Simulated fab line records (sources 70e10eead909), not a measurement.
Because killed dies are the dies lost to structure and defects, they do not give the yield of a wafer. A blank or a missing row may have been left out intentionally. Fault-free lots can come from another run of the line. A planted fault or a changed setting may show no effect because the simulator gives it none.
fab line records	flow nand-harc
record lots=24	wafers=72	last-day=34
route steps=1302 shown A_CONTACT@1004
lots with no fault: from the same line, run without faults
start-h: start of the lot's first displayed wafer, in hours after the record's first day	wait-h: hours elapsed since this lot's preceding step	" as in the row above	L1.1+2: a single row standing in for several wafers	- either no value or no given start	* or withheld: withheld	< > ~ a bound
route shown NAME@n: names a module that has steps shown in the file, with the first one's number in the route	usual: mean/standard deviation of fault-free wafers	same: alike in all rows	chamber/n: place in a boat	sites: readings site by site	_std_site: the standard deviation of these	_edge_site: mean of outer sites minus mean of inner sites	radius-mm: how far each site lies from the wafer's centre	mask NAME#n: copy n	behind: tool/chamber where the wafer was last shaped	hold: the reason the lot was held/the length of the hold in hours/how it ended	device: the n, p or np transistor that did not switch	end of line: the same wafers' tests at the end of the route	step lacking rows: just its recipe	killed: the dies lost at the first sort to structure and to defects; this is not the yield of the wafer	map: per-die view of a wafer (x killed, . not killed, _ where there is no die)
set.NAME: the setting as run; set.NAME@STEP: as run at that earlier step	model.NAME: the simulator's own value behind a step, which no gauge read
steps of the route over a sample of lots; a table a step, a row a wafer
services: the hour from which a tool's chamber was out of use, counted from the record's first day as start-h (under 0 if before that day), plus the number of hours and why
## steps
# step NHARC_A_CONTACT_ETCH_51
# recipe target-depth-a=70000	over-etch-frac=0.3	time-s=1820	ion-energy-ev=150	o2-flow-sccm=400	cos-flow-sccm=20	ar-flow-sccm=0	rf-w=500	bias-w=300	chemistry=O2/COS
# usual drypump-motor-current-A=5.6/0.46	oes-product-au=0.998/0.01	rf-vpp-V=314.4/2.5	showerhead-plenum-p-Torr=3.13/0.16	throttle-valve-pct=28.329/0.0097
lot.wafer	tool	chamber	start-h	wait-h	drypump-motor-current-A	oes-product-au	rf-hours-counter-h	rf-vpp-V	showerhead-plenum-p-Torr	throttle-valve-pct
L074.3	rie-diel-11	1	-	-	6.4	0.997	23	316.5	3.33	28.326
L074.2	"	0	"	"	5.3	1.000	23	312.1	2.97	28.341
L074.6	"	2	"	"	6.0	0.994	-	318.0	3.30	28.320
L076.1	rie-diel-11	0	-	-	5.3	1.007	27	312.9	2.96	28.325
L076.6	"	2	"	"	6.0	0.998	-	316.9	3.30	28.336
L076.5	"	3	"	"	5.5	0.989	-	314.2	3.22	28.325
L075.1	rie-diel-06	2	-	-	6.0	0.988	2	312.3	2.96	28.333
L075.4	"	1	"	"	5.3	0.980	2	312.7	3.05	28.332
L075.6	"	2	"	"	6.0	0.989	-	312.0	2.96	28.323
L077.1	rie-diel-06	3	-	-	5.6	0.992	4	313.0	2.95	28.337
L077.6	"	3	"	"	5.6	0.985	-	311.1	2.95	28.341
L077.5	"	0	"	"	5.0	1.000	-	316.9	3.36	28.325
L079.3	rie-diel-06	2	-	-	6.0	0.985	6	311.6	2.95	28.352
L079.2	"	0	"	"	4.9	0.990	4	315.7	3.36	28.329
L079.6	"	2	"	"	6.0	0.992	-	313.5	2.95	28.306
L078.2	rie-diel-11	1	-	-	6.4	0.983	36	317.7	3.33	28.326
L078.6	"	3	"	"	5.5	0.990	-	314.4	3.22	28.324
L078.5	"	1	"	"	6.4	0.996	-	317.2	3.33	28.313
L080.2	rie-diel-07	0	-	-	4.9	0.982	21	314.1	3.04	28.340
L080.1	"	1	"	"	6.3	1.013	21	316.3	3.17	28.324
L080.6	"	3	"	"	5.6	1.005	-	311.4	2.90	28.339
L082.3	rie-diel-11	0	-	-	5.3	1.003	40	312.3	2.96	28.313
L082.2	"	1	"	"	6.4	1.001	48	316.5	3.32	28.322
L082.6	"	0	"	"	5.3	1.009	-	312.1	2.96	28.342
L083.1	rie-diel-06	1	-	-	5.3	0.989	12	314.4	3.05	28.316
L083.4	"	2	"	"	6.0	1.000	12	311.4	2.95	28.322
L083.6	"	0	"	"	5.0	1.002	-	318.5	3.35	28.312
L081.3	rie-diel-06	2	-	-	6.0	0.994	13	312.9	2.95	28.313
L081.1	"	0	"	"	4.9	0.996	13	318.2	3.35	28.335
L081.5	"	2	"	"	6.0	0.994	-	311.7	2.95	28.330
L084.1	rie-diel-06	2	-	-	6.0	1.000	17	310.4	2.95	28.321
L084.2	"	1	"	"	5.3	0.980	16	314.5	3.05	28.345
L084.6	"	3	"	"	5.6	1.001	-	311.9	2.95	28.322
L085.3	rie-diel-11	3	-	-	5.5	1.006	65	315.8	3.20	28.327
L085.1	"	0	"	"	5.3	1.008	57	312.1	2.95	28.320
L085.2	"	2	"	"	6.0	1.014	48	316.3	3.28	28.337
L086.2	rie-diel-06	1	-	-	5.3	0.986	19	311.3	3.04	28.333
L086.1	"	2	"	"	6.0	0.999	21	313.4	2.95	28.332
L086.5	"	2	"	"	6.0	0.995	-	309.7	2.95	28.318
L087.3	rie-diel-07	2	-	-	5.2	1.004	59	315.8	3.28	28.322
L087.5	"	2	"	"	5.2	1.000	-	318.0	3.28	28.310
L087.6	"	3	"	"	5.6	0.992	-	312.6	2.88	28.325
L088.1	rie-diel-11	2	-	-	6.0	1.001	5	317.0	3.28	28.332
L088.5	"	0	"	"	5.3	1.014	-	311.3	2.94	28.350
L088.6	"	1	"	"	6.4	1.011	-	317.4	3.31	28.332
L090.1	rie-diel-11	2	-	-	6.0	1.011	12	314.6	3.27	28.319
L090.2	"	1	"	"	6.4	1.021	12	318.5	3.30	28.330
L090.5	"	3	"	"	5.5	0.999	-	314.3	3.19	28.328
L089.1	rie-diel-07	2	-	-	5.1	0.990	0	317.7	3.28	28.325
L089.4	"	3	"	"	5.6	1.016	0	319.1	3.37	28.326
L089.2	"	0	"	"	4.9	0.996	1	313.4	3.02	28.339
L091.2	rie-diel-11	2	-	-	6.0	1.009	22	316.7	3.27	28.333
L091.3	"	0	"	"	5.3	1.007	18	312.6	2.94	28.337
L091.5	"	1	"	"	6.4	1.012	-	316.2	3.30	28.336
L092.3	rie-diel-06	2	-	-	6.0	0.994	1	310.6	2.94	28.325
L092.1	"	3	"	"	5.6	0.996	1	311.9	2.94	28.331
L092.4	"	1	"	"	5.3	0.988	1	311.6	3.04	28.344
L094.1	rie-diel-06	2	-	-	6.0	1.013	3	312.1	2.94	28.352
L094.4	"	0	"	"	5.0	0.998	2	318.3	3.34	28.329
L094.5	"	3	"	"	5.6	1.007	-	312.2	2.94	28.336
L093.4	rie-diel-11	0	-	-	5.3	1.007	22	312.5	2.94	28.320
L093.3	"	1	"	"	6.4	1.017	24	317.2	3.30	28.323
L093.1	"	2	"	"	6.0	1.009	27	314.8	3.27	28.339
L095.1	rie-diel-07	0	-	-	4.9	0.996	15	310.4	3.02	28.333
L095.4	"	3	"	"	5.6	0.992	15	317.3	3.36	28.321
L095.5	"	1	"	"	6.3	1.011	-	314.2	3.14	28.332
L096.3	rie-diel-06	0	-	-	5.0	0.992	9	317.1	3.34	28.345
L096.2	"	2	"	"	6.0	1.004	9	311.6	2.94	28.339
L096.6	"	3	"	"	5.6	1.010	-	311.0	2.94	28.336
L097.3	rie-diel-07	1	-	-	6.3	1.015	25	314.3	3.13	28.324
L097.6	"	2	"	"	5.2	0.988	-	318.4	3.27	28.335
L097.5	"	3	"	"	5.6	0.993	-	318.2	3.36	28.337
# step NHARC_A_CONTACT_ETCH_118
# recipe source-w=withheld	pressure-mtorr=20	bias-v=3000	time-s=190	target-depth-a=18500	ar-flow-sccm=withheld	c4f8-flow-sccm=withheld	o2-flow-sccm=withheld	chemistry=C4F8/O2/Ar
# usual oes-air-line-au=1.004/0.02
lot.wafer	tool	chamber	start-h	wait-h	oes-air-line-au	rf-hours-counter-h
L074.2	har-cap-etch-03	1	498.29	0.1	1.003	44
L074.3	"	1	"	"	1.009	-
L074.6	"	0	"	"	1.015	-
L076.1	har-cap-etch-02	1	510.83	0.1	0.974	87
L076.5	"	0	"	"	1.008	-
L076.6	"	1	"	"	0.997	-
L075.1	har-cap-etch-02	0	513.40	0.1	1.004	89
L075.4	"	0	"	"	0.999	-
L075.6	"	0	"	"	0.984	-
L077.1	har-cap-etch-02	1	523.21	0.2	0.969	92
L077.6	"	1	"	"	0.977	-
L077.5	"	0	"	"	1.005	-
L079.2	har-cap-etch-01	1	529.46	0.1	0.952	4
L079.3	"	0	"	"	1.035	-
L079.6	"	1	"	"	0.972	-
L078.2	har-cap-etch-02	0	531.12	0.1	1.001	94
L078.5	"	0	"	"	1.004	-
L078.6	"	1	"	"	1.003	-
L080.1	har-cap-etch-03	1	548.17	0.1	1.009	56
L080.2	"	0	"	"	1.010	56
L080.6	"	0	"	"	1.031	-
L082.2	har-cap-etch-02	0	570.64	0.1	1.022	99
L082.3	"	1	"	"	1.073	-
L082.6	"	1	"	"	0.989	-
L083.1	har-cap-etch-01	0	579.22	0.1	0.991	13
L083.4	"	1	"	"	0.993	-
L083.6	"	0	"	"	1.048	-
L081.1	har-cap-etch-02	1	587.95	0.1	0.973	102
L081.3	"	0	"	"	0.966	-
L081.5	"	0	"	"	1.009	-
L084.2	har-cap-etch-01	1	601.94	0.1	1.012	17
L084.1	"	0	"	"	0.998	17
L084.6	"	0	"	"	1.018	-
L085.2	har-cap-etch-02	0	603.20	0.1	1.004	105
L085.1	"	1	"	"	0.982	105
L085.3	"	0	"	"	1.006	-
L086.1	har-cap-etch-03	0	620.06	0.1	1.028	65
L086.2	"	1	"	"	1.019	65
L086.5	"	1	"	"	1.012	-
L087.3	har-cap-etch-03	1	629.99	0.1	0.993	-
L087.5	"	1	"	"	0.992	-
L087.6	"	0	"	"	1.004	-
L088.1	har-cap-etch-02	1	637.39	0.1	1.010	111
L088.5	"	0	"	"	1.017	-
L088.6	"	1	"	"	1.023	-
L090.2	har-cap-etch-02	0	657.87	0.2	1.034	114
L090.1	"	1	"	"	0.978	114
L090.5	"	1	"	"	0.968	-
L089.1	har-cap-etch-03	1	661.55	0.1	1.009	73
L089.2	"	0	"	"	1.008	73
L089.4	"	0	"	"	0.999	-
L092.1	har-cap-etch-01	1	677.65	0.1	0.998	28
L092.3	"	0	"	"	0.996	-
L092.4	"	1	"	"	0.979	-
L091.2	har-cap-etch-03	1	677.87	0.2	1.017	76
L091.3	"	0	"	"	0.998	-
L091.5	"	0	"	"	1.005	-
L094.1	har-cap-etch-01	1	688.23	0.2	1.017	31
L094.4	"	1	"	"	1.031	-
L094.5	"	1	"	"	1.000	-
L093.1	har-cap-etch-03	0	688.88	0.2	1.004	78
L093.3	"	1	"	"	1.009	-
L093.4	"	0	"	"	1.013	-
L095.1	har-cap-etch-01	1	706.62	0.1	1.000	36
L095.4	"	0	"	"	0.961	-
L095.5	"	1	"	"	0.977	-
L096.2	har-cap-etch-01	1	721.91	0.1	1.001	38
L096.3	"	0	"	"	1.024	-
L096.6	"	0	"	"	0.964	-
L097.3	har-cap-etch-03	1	739.54	0.2	1.018	-
L097.5	"	1	"	"	1.017	-
L097.6	"	0	"	"	0.982	-
# step NHARC_A_CONTACT_ETCH_123
# recipe source-w=withheld	pressure-mtorr=20	bias-v=400	time-s=490	target-depth-a=21100	ar-flow-sccm=withheld	c4f8-flow-sccm=11.5	o2-flow-sccm=7.2	chemistry=C4F8/O2/Ar
# usual oes-air-line-au=1.002/0.02
lot.wafer	tool	chamber	start-h	wait-h	oes-air-line-au	rf-hours-counter-h
L074.2	har-cap-etch-03	1	499.26	0.2	0.983	45
L074.3	"	1	"	"	1.010	-
L074.6	"	0	"	"	1.037	-
L076.1	har-cap-etch-02	1	511.74	0.2	0.971	88
L076.5	"	0	"	"	0.965	-
L076.6	"	1	"	"	0.954	-
L075.1	har-cap-etch-02	0	514.26	0.1	0.966	90
L075.4	"	0	"	"	0.998	-
L075.6	"	0	"	"	1.026	-
L077.1	har-cap-etch-02	1	524.24	0.1	1.009	92
L077.6	"	1	"	"	0.995	-
L077.5	"	0	"	"	1.014	-
L079.2	har-cap-etch-01	1	530.37	0.2	1.018	5
L079.3	"	0	"	"	0.988	-
L079.6	"	1	"	"	1.010	-
L078.2	har-cap-etch-02	0	531.98	0.1	0.996	95
L078.5	"	0	"	"	1.008	-
L078.6	"	1	"	"	1.001	-
L080.1	har-cap-etch-03	1	549.03	0.1	1.007	56
L080.2	"	0	"	"	0.989	56
L080.6	"	0	"	"	1.013	-
L082.2	har-cap-etch-02	0	571.55	0.2	1.009	100
L082.3	"	1	"	"	0.984	-
L082.6	"	1	"	"	0.994	-
L083.1	har-cap-etch-01	0	580.08	0.1	0.964	14
L083.4	"	1	"	"	1.012	-
L083.6	"	0	"	"	1.016	-
L081.1	har-cap-etch-02	1	588.81	0.1	0.986	102
L081.3	"	0	"	"	0.972	-
L081.5	"	0	"	"	0.971	-
L084.2	har-cap-etch-01	1	602.79	0.1	1.035	18
L084.1	"	0	"	"	0.990	18
L084.6	"	0	"	"	0.986	-
L085.2	har-cap-etch-02	0	604.04	0.1	1.032	106
L085.1	"	1	"	"	1.013	106
L085.3	"	0	"	"	1.008	-
L086.1	har-cap-etch-03	0	620.91	0.1	1.001	66
L086.2	"	1	"	"	1.023	66
L086.5	"	1	"	"	1.011	-
L087.3	har-cap-etch-03	1	630.96	0.3	0.991	-
L087.5	"	1	"	"	1.023	-
L087.6	"	0	"	"	1.020	-
L088.1	har-cap-etch-02	1	638.31	0.2	1.006	111
L088.5	"	0	"	"	0.991	-
L088.6	"	1	"	"	1.014	-
L090.2	har-cap-etch-02	0	658.77	0.1	1.011	115
L090.1	"	1	"	"	0.997	115
L090.5	"	1	"	"	1.001	-
L089.1	har-cap-etch-03	1	662.40	0.1	1.009	74
L089.2	"	0	"	"	0.995	74
L089.4	"	0	"	"	0.977	-
L092.1	har-cap-etch-01	1	678.56	0.2	1.039	29
L092.3	"	0	"	"	1.026	-
L092.4	"	1	"	"	1.024	-
L091.2	har-cap-etch-03	1	679.00	0.2	0.997	77
L091.3	"	0	"	"	0.984	-
L091.5	"	0	"	"	1.034	-
L094.1	har-cap-etch-01	1	689.37	0.2	1.013	31
L094.4	"	1	"	"	0.983	-
L094.5	"	1	"	"	1.008	-
L093.1	har-cap-etch-03	0	690.10	0.3	1.039	79
L093.3	"	1	"	"	0.987	-
L093.4	"	0	"	"	0.960	-
L095.1	har-cap-etch-01	1	707.48	0.1	1.003	37
L095.4	"	0	"	"	0.992	-
L095.5	"	1	"	"	1.033	-
L096.2	har-cap-etch-01	1	722.82	0.2	1.006	39
L096.3	"	0	"	"	1.002	-
L096.6	"	0	"	"	1.026	-
L097.3	har-cap-etch-03	1	740.83	0.3	0.973	-
L097.5	"	1	"	"	0.981	-
L097.6	"	0	"	"	0.974	-
# step NHARC_A_CONTACT_ETCH_125
# recipe source-w=withheld	pressure-mtorr=20	bias-v=3000	time-s=197	target-depth-a=19180	ar-flow-sccm=withheld	c4f8-flow-sccm=withheld	o2-flow-sccm=withheld	chemistry=C4F8/O2/Ar
# usual oes-air-line-au=0.998/0.02
lot.wafer	tool	chamber	start-h	wait-h	oes-air-line-au	rf-hours-counter-h
L074.2	har-cap-etch-03	0	507.50	0.2	1.019	45
L074.3	"	1	"	"	1.001	-
L074.6	"	1	"	"	1.010	-
L076.1	har-cap-etch-03	1	519.76	0.2	0.991	48
L076.6	"	0	"	"	0.988	-
L076.5	"	1	"	"	0.997	-
L075.1	har-cap-etch-01	1	522.52	0.2	1.003	1
L075.4	"	1	"	"	0.981	-
L075.6	"	0	"	"	1.004	-
L077.1	har-cap-etch-01	1	534.55	0.2	0.989	6
L077.5	"	0	"	"	0.993	-
L077.6	"	1	"	"	1.011	-
L079.2	har-cap-etch-03	1	541.01	0.2	1.027	53
L079.3	"	1	"	"	1.033	-
L079.6	"	1	"	"	1.043	-
L078.2	har-cap-etch-02	0	542.65	0.2	1.017	95
L078.5	"	1	"	"	1.009	-
L078.6	"	0	"	"	1.034	-
L080.1	har-cap-etch-01	0	557.26	0.2	0.999	10
L080.2	"	1	"	"	0.960	10
L080.6	"	0	"	"	1.003	-
L082.2	har-cap-etch-03	0	579.71	0.2	0.981	58
L082.3	"	1	"	"	1.032	-
L082.6	"	0	"	"	0.988	-
L083.1	har-cap-etch-01	0	588.33	0.2	0.996	14
L083.4	"	1	"	"	0.992	-
L083.6	"	0	"	"	0.973	-
L081.1	har-cap-etch-03	0	597.60	0.2	0.997	61
L081.3	"	1	"	"	0.982	-
L081.5	"	1	"	"	0.995	-
L084.1	har-cap-etch-01	0	611.06	0.2	1.011	18
L084.2	"	1	"	"	1.012	18
L084.6	"	1	"	"	0.988	-
L085.1	har-cap-etch-02	1	613.86	0.2	0.974	106
L085.2	"	0	"	"	0.991	106
L085.3	"	1	"	"	0.995	-
L086.1	har-cap-etch-01	0	631.13	0.2	1.032	21
L086.2	"	1	"	"	1.029	21
L086.5	"	0	"	"	1.009	-
L087.3	har-cap-etch-03	1	639.30	0.2	0.996	-
L087.6	"	0	"	"	0.972	-
L087.5	"	1	"	"	1.007	-
L088.1	har-cap-etch-03	0	648.14	0.2	1.024	71
L088.5	"	1	"	"	0.986	-
L088.6	"	0	"	"	0.989	-
L090.2	har-cap-etch-01	0	666.73	0.2	1.029	26
L090.1	"	1	"	"	1.006	26
L090.5	"	0	"	"	1.000	-
L089.2	har-cap-etch-02	1	671.97	0.2	0.958	116
L089.1	"	0	"	"	0.993	116
L089.4	"	1	"	"	1.006	-
L092.1	har-cap-etch-02	1	690.25	0.2	1.008	120
L092.3	"	0	"	"	1.000	-
L092.4	"	1	"	"	0.967	-
L091.2	har-cap-etch-01	0	690.65	0.2	0.995	32
L091.3	"	0	"	"	1.023	-
L091.5	"	0	"	"	0.995	-
L094.1	har-cap-etch-03	1	698.50	0.2	0.998	79
L094.4	"	0	"	"	1.022	-
L094.5	"	1	"	"	0.993	-
L093.1	har-cap-etch-02	0	699.81	1.0	0.969	122
L093.4	"	1	"	"	0.989	-
L093.3	"	0	"	"	0.995	-
L095.1	har-cap-etch-02	0	715.65	0.2	0.986	125
L095.4	"	1	"	"	0.981	-
L095.5	"	0	"	"	0.970	-
L096.2	har-cap-etch-02	0	730.78	0.2	0.981	127
L096.3	"	0	"	"	1.002	-
L096.6	"	1	"	"	0.984	-
L097.3	har-cap-etch-01	1	750.93	0.2	1.052	-
L097.6	"	0	"	"	0.956	-
L097.5	"	1	"	"	1.013	-
# step NHARC_A_CONTACT_ETCH_127
# recipe source-w=withheld	pressure-mtorr=20	bias-v=3000	time-s=197	target-depth-a=19180	ar-flow-sccm=withheld	c4f8-flow-sccm=withheld	o2-flow-sccm=withheld	chemistry=C4F8/O2/Ar
# usual oes-air-line-au=0.999/0.022
lot.wafer	tool	chamber	start-h	wait-h	oes-air-line-au	rf-hours-counter-h
L074.2	har-cap-etch-03	0	507.85	0.1	1.003	46
L074.3	"	1	"	"	0.982	-
L074.6	"	1	"	"	0.988	-
L076.1	har-cap-etch-03	1	520.11	0.1	0.992	49
L076.6	"	0	"	"	1.014	-
L076.5	"	1	"	"	1.001	-
L075.1	har-cap-etch-01	1	522.87	0.1	0.977	2
L075.4	"	1	"	"	0.971	-
L075.6	"	0	"	"	0.977	-
L077.1	har-cap-etch-01	1	534.90	0.1	1.034	6
L077.5	"	0	"	"	0.991	-
L077.6	"	1	"	"	0.991	-
L079.2	har-cap-etch-03	1	541.36	0.1	0.974	53
L079.3	"	1	"	"	0.999	-
L079.6	"	1	"	"	1.014	-
L078.2	har-cap-etch-02	0	543.00	0.1	0.996	95
L078.5	"	1	"	"	1.011	-
L078.6	"	0	"	"	1.005	-
L080.1	har-cap-etch-01	0	557.61	0.1	0.988	10
L080.2	"	1	"	"	0.992	10
L080.6	"	0	"	"	0.973	-
L082.2	har-cap-etch-03	0	580.06	0.1	1.004	59
L082.3	"	1	"	"	1.012	-
L082.6	"	0	"	"	1.051	-
L083.1	har-cap-etch-01	0	588.68	0.1	1.016	14
L083.4	"	1	"	"	1.042	-
L083.6	"	0	"	"	1.013	-
L081.1	har-cap-etch-03	0	598.07	0.2	1.027	62
L081.3	"	1	"	"	1.038	-
L081.5	"	1	"	"	1.019	-
L084.1	har-cap-etch-01	0	611.41	0.1	1.005	18
L084.2	"	1	"	"	1.000	18
L084.6	"	1	"	"	0.976	-
L085.1	har-cap-etch-02	1	614.33	0.2	0.975	107
L085.2	"	0	"	"	0.971	107
L085.3	"	1	"	"	0.986	-
L086.1	har-cap-etch-01	0	631.49	0.1	0.981	22
L086.2	"	1	"	"	0.950	22
L086.5	"	0	"	"	1.026	-
L087.3	har-cap-etch-03	1	639.65	0.1	0.999	-
L087.6	"	0	"	"	0.973	-
L087.5	"	1	"	"	1.032	-
L088.1	har-cap-etch-03	0	648.49	0.1	0.971	71
L088.5	"	1	"	"	1.019	-
L088.6	"	0	"	"	0.978	-
L090.2	har-cap-etch-01	0	667.09	0.1	1.015	26
L090.1	"	1	"	"	0.973	26
L090.5	"	0	"	"	1.013	-
L089.2	har-cap-etch-02	1	672.33	0.1	1.027	116
L089.1	"	0	"	"	1.004	116
L089.4	"	1	"	"	1.014	-
L092.1	har-cap-etch-02	1	690.61	0.1	0.977	120
L092.3	"	0	"	"	1.003	-
L092.4	"	1	"	"	0.987	-
L091.2	har-cap-etch-01	0	691.12	0.2	1.008	32
L091.3	"	0	"	"	1.003	-
L091.5	"	0	"	"	0.985	-
L094.1	har-cap-etch-03	1	698.97	0.2	0.963	80
L094.4	"	0	"	"	1.014	-
L094.5	"	1	"	"	1.008	-
L093.1	har-cap-etch-02	0	700.16	0.1	1.004	122
L093.4	"	1	"	"	0.976	-
L093.3	"	0	"	"	0.975	-
L095.1	har-cap-etch-02	0	716.12	0.2	0.984	125
L095.4	"	1	"	"	0.978	-
L095.5	"	0	"	"	0.998	-
L096.2	har-cap-etch-02	0	731.13	0.1	0.986	127
L096.3	"	0	"	"	0.968	-
L096.6	"	1	"	"	1.019	-
L097.3	har-cap-etch-01	1	751.29	0.1	0.964	-
L097.6	"	0	"	"	0.989	-
L097.5	"	1	"	"	0.961	-
# step NHARC_A_CONTACT_ETCH_131
# recipe source-w=withheld	pressure-mtorr=20	bias-v=3000	time-s=197	target-depth-a=19180	ar-flow-sccm=withheld	c4f8-flow-sccm=withheld	o2-flow-sccm=withheld	chemistry=C4F8/O2/Ar
# usual oes-air-line-au=0.999/0.022
lot.wafer	tool	chamber	start-h	wait-h	oes-air-line-au	rf-hours-counter-h
L074.2	har-cap-etch-03	0	508.56	0.1	1.009	46
L074.3	"	1	"	"	0.986	-
L074.6	"	1	"	"	0.965	-
L076.1	har-cap-etch-03	1	520.82	0.1	0.960	49
L076.6	"	0	"	"	0.991	-
L076.5	"	1	"	"	0.973	-
L075.1	har-cap-etch-01	1	523.58	0.1	0.985	2
L075.4	"	1	"	"	0.988	-
L075.6	"	0	"	"	1.026	-
L077.1	har-cap-etch-01	1	535.61	0.1	1.001	7
L077.5	"	0	"	"	0.983	-
L077.6	"	1	"	"	1.014	-
L079.2	har-cap-etch-03	1	542.07	0.1	1.001	54
L079.3	"	1	"	"	1.009	-
L079.6	"	1	"	"	0.981	-
L078.2	har-cap-etch-02	0	543.71	0.1	0.989	96
L078.5	"	1	"	"	1.022	-
L078.6	"	0	"	"	0.997	-
L080.1	har-cap-etch-01	0	558.32	0.1	1.009	11
L080.2	"	1	"	"	1.010	11
L080.6	"	0	"	"	0.999	-
L082.2	har-cap-etch-03	0	580.76	0.1	1.028	59
L082.3	"	1	"	"	0.973	-
L082.6	"	0	"	"	1.030	-
L083.1	har-cap-etch-01	0	589.39	0.1	1.004	15
L083.4	"	1	"	"	1.014	-
L083.6	"	0	"	"	1.005	-
L081.1	har-cap-etch-03	0	598.78	0.1	1.023	62
L081.3	"	1	"	"	1.026	-
L081.5	"	1	"	"	1.004	-
L084.1	har-cap-etch-01	0	612.12	0.1	0.978	19
L084.2	"	1	"	"	1.010	19
L084.6	"	1	"	"	1.014	-
L085.1	har-cap-etch-02	1	615.27	0.2	1.028	107
L085.2	"	0	"	"	1.007	107
L085.3	"	1	"	"	1.027	-
L086.1	har-cap-etch-01	0	632.19	0.1	1.021	22
L086.2	"	1	"	"	1.014	22
L086.5	"	0	"	"	1.043	-
L087.3	har-cap-etch-03	1	640.36	0.1	0.967	-
L087.6	"	0	"	"	0.978	-
L087.5	"	1	"	"	1.007	-
L088.1	har-cap-etch-03	0	649.19	0.1	0.973	72
L088.5	"	1	"	"	0.994	-
L088.6	"	0	"	"	0.974	-
L090.2	har-cap-etch-01	0	667.79	0.1	0.975	27
L090.1	"	1	"	"	1.020	27
L090.5	"	0	"	"	0.969	-
L089.2	har-cap-etch-02	1	673.04	0.1	1.008	117
L089.1	"	0	"	"	1.026	117
L089.4	"	1	"	"	1.006	-
L092.1	har-cap-etch-02	1	691.31	0.1	1.042	121
L092.3	"	0	"	"	1.006	-
L092.4	"	1	"	"	1.018	-
L091.2	har-cap-etch-01	0	692.07	0.2	1.023	33
L091.3	"	0	"	"	1.026	-
L091.5	"	0	"	"	1.036	-
L094.1	har-cap-etch-03	1	699.92	0.2	0.955	80
L094.4	"	0	"	"	0.995	-
L094.5	"	1	"	"	0.999	-
L093.1	har-cap-etch-02	0	700.87	0.1	1.022	123
L093.4	"	1	"	"	1.017	-
L093.3	"	0	"	"	0.987	-
L095.1	har-cap-etch-02	0	717.05	0.2	0.959	126
L095.4	"	1	"	"	0.986	-
L095.5	"	0	"	"	0.989	-
L096.2	har-cap-etch-02	0	731.84	0.1	0.993	128
L096.3	"	0	"	"	1.016	-
L096.6	"	1	"	"	0.948	-
L097.3	har-cap-etch-01	1	751.99	0.1	1.007	-
L097.6	"	0	"	"	0.982	-
L097.5	"	1	"	"	1.010	-
## services
tool	chamber	start-h	hours	kind
rie-diel-07	-	472.26	9.0	pm
rie-diel-06	-	484.23	9.0	pm
rie-diel-06	0	484.23	9.0	vent-cycle
rie-diel-06	1	484.23	9.0	vent-cycle
rie-diel-06	2	484.23	9.0	vent-cycle
har-cap-etch-01	-	497.00	17.0	pm
har-cap-etch-01	0	497.00	17.0	vent-cycle
har-cap-etch-01	1	497.00	17.0	vent-cycle
har-cap-etch-01	0	514.00	-	clean
har-cap-etch-01	1	514.00	-	clean
har-cap-etch-01	1	514.00	-	consumable-replace:focus-ring
rie-diel-11	2	564.00	30.2	repair
rie-diel-07	2	577.42	6.4	repair
rie-diel-06	0	600.53	8.0	repair
rie-diel-11	1	609.25	2.6	repair
rie-diel-11	-	614.22	9.0	pm
har-cap-etch-03	-	622.86	0.5	repair
rie-diel-07	-	649.29	9.0	pm
rie-diel-06	-	661.23	9.0	pm
rie-diel-11	0	666.53	5.0	repair
har-cap-etch-01	-	668.66	2.5	repair
rie-diel-11	2	724.01	20.3	repair
rie-diel-11	0	730.90	4.9	repair
rie-diel-06	2	743.08	4.0	repair
## key
fault none
